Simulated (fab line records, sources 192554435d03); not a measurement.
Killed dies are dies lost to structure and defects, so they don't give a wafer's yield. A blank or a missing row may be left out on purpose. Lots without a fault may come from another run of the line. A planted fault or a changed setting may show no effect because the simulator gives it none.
Split-lot experiment | flow n5_finfet | 7 lots, 21 wafers read, on a route of 1938 steps

THE SPLIT
At N5_BEOL_M0_SAQP_COAT_105 (time 60 s, resist thk 100 nm), the setting spin_rpm was moved away from the recipe's 1500 rpm on 7 of the 21 wafers read, by -9.0% to +10.9%. The other wafers ran this setting at the recipe's value.

The reading is taken at the split's own step.

THE READING
SOC_of_BEOL_M0_SAQP_COAT_105.thk_nm (the simulator's own value, which no gauge read), in nm, at N5_BEOL_M0_SAQP_COAT_105 (time 60 s, resist thk 100 nm). The file gives no usual value for it. The 14 wafers here that ran the recipe average 100.1 nm, standard deviation 0.18 nm.

wafer  | tool, chamber at the split | spin_rpm as run, rpm | against the recipe | SOC_of_BEOL_M0_SAQP_COAT_105.thk_nm, nm | against lot-mates on the recipe
L075.2 | litho_track-04, 0          | 1500                 | recipe             | 100.4                                   | -
L075.4 | litho_track-04, 0          | 1500                 | recipe             | 100                                     | -
L075.6 | litho_track-04, 0          | 1500                 | recipe             | 100.2                                   | -
L085.2 | litho_track-03, 0          | 1500                 | recipe             | 100                                     | -
L085.3 | litho_track-03, 0          | 1500                 | recipe             | 100                                     | -
L085.5 | litho_track-03, 0          | 1500                 | recipe             | 100.2                                   | -
L087.1 | litho_track-02, 0          | 1663                 | +10.9%             | 94.6                                    | -5.4
L087.2 | litho_track-02, 0          | 1500                 | recipe             | 100                                     | -
L087.3 | litho_track-02, 0          | 1663                 | +10.9%             | 94.8                                    | -5.2
L092.2 | litho_track-02, 0          | 1500                 | recipe             | 100.2                                   | -
L092.5 | litho_track-02, 0          | 1439                 | -4.1%              | 102.6                                   | +2.4
L092.6 | litho_track-02, 0          | 1439                 | -4.1%              | 102.6                                   | +2.4
L093.1 | litho_track-04, 0          | 1500                 | recipe             | 100                                     | -
L093.4 | litho_track-04, 0          | 1365                 | -9.0%              | 104.8                                   | +4.7
L093.6 | litho_track-04, 0          | 1500                 | recipe             | 100.2                                   | -
L094.2 | litho_track-02, 0          | 1500                 | recipe             | 100                                     | -
L094.4 | litho_track-02, 0          | 1500                 | recipe             | 100                                     | -
L094.6 | litho_track-02, 0          | 1500                 | recipe             | 99.6                                    | -
L097.1 | litho_track-02, 0          | 1546                 | +3.1%              | 98.8                                    | -1.4
L097.2 | litho_track-02, 0          | 1546                 | +3.1%              | 98.6                                    | -1.6
L097.4 | litho_track-02, 0          | 1500                 | recipe             | 100.2                                   | -

THE FIT
A straight line over all 21 wafers: SOC_of_BEOL_M0_SAQP_COAT_105.thk_nm changes by -0.513 nm for each +1% of spin_rpm; r = -1.00; the points scatter about the line by 0.22 nm.
The same after taking each lot's own level away (the mean of its wafers on the recipe; 21 wafers): -0.506 nm for each +1%; r = -1.00; scatter 0.17 nm.
On that fit, the largest move of spin_rpm shifts the reading by 5.5 nm.
The lots' own levels span 99.87 to 100.20 nm, that is 1.9 times the standard deviation above.
So the lot-to-lot level changes the slope little: the two slopes agree.
Check: with one of the wafers moved furthest among these (+10.9%) left out of the fit, the line predicts -5.46 nm for it against its lot-mates. It came out at -5.4 nm against them.

OTHER SPLITS ON THESE WAFERS
These wafers also went through other splits before the reading. Each is held against what the fit with the lots' levels taken away leaves over:
other split on the same wafers    | wafers away from the commonest value | r with SOC_of_BEOL_M0_SAQP_COAT_105.thk_nm (lot level and that fit taken away)
N5_BEOL_M0_SAQP_HM_DEP_111 time_s | 8                                    | +0.10

THE FILE'S OWN FIT
SOC_of_BEOL_M0_SAQP_COAT_105.thk_nm changes by -0.508 nm for each +1% of spin_rpm, r = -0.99.
